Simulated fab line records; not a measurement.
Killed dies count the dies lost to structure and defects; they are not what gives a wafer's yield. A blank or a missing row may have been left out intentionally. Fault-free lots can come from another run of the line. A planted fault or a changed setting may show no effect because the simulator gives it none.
Matching of chambers -- flow n5 finfet -- N5_BEOL_M4_ETCH_77 on rie diel-02 has 4 sister chambers
The step etches underlayer in N2/H2, target depth 6.5 nm, time 5.2 s. 7 wafers are shown with their chamber, then 7 later ones without.

WAFERS WITH THEIR CHAMBER
wafer,chamber,throttle valve pct (%),showerhead plenum p Torr (Torr)
L854.6,1,17.48,2.59
L856.2,3,17.62,2.57
L856.5,1,17.50,2.59
L861.2,0,18.16,2.43
L861.4,3,17.63,2.56
L859.1,2,18.07,2.63
L859.5,2,18.08,2.63

WAFERS WITH NO CHAMBER GIVEN
wafer,throttle valve pct (%),showerhead plenum p Torr (Torr)
L859.6,17.51,2.58
L862.1,17.51,2.58
L862.2,18.08,2.63
L862.6,18.08,2.63
L868.1,17.53,2.57
L868.2,18.12,2.63
L868.3,17.67,2.56

THE CHAMBER EACH PASSED THROUGH
wafer,from the rows above,in truth
L859.6,1,1
L862.1,1,1
L862.2,2,2
L862.6,2,2
L868.1,1,1
L868.2,2,2
L868.3,3,3
Correct placement for 7 of the 7. Can't be placed from these rows: 0. 0 placed wrongly.
How it was worked out, from the rows above alone: a wafer's distance from a chamber is the root of the sum, over the readings, of the square of ((its reading less the chamber's mean) divided by the reading's scatter). If the next closest chamber is less than 2 further off than the closest, the wafer can't be placed; otherwise it belongs to the closest. For every chamber, the mean is computed from those of its wafers that are shown. The scatter: take each reading less its chamber's mean, square it, sum over the shown wafers, divide by the number of wafers less the number of chambers, and take the root.
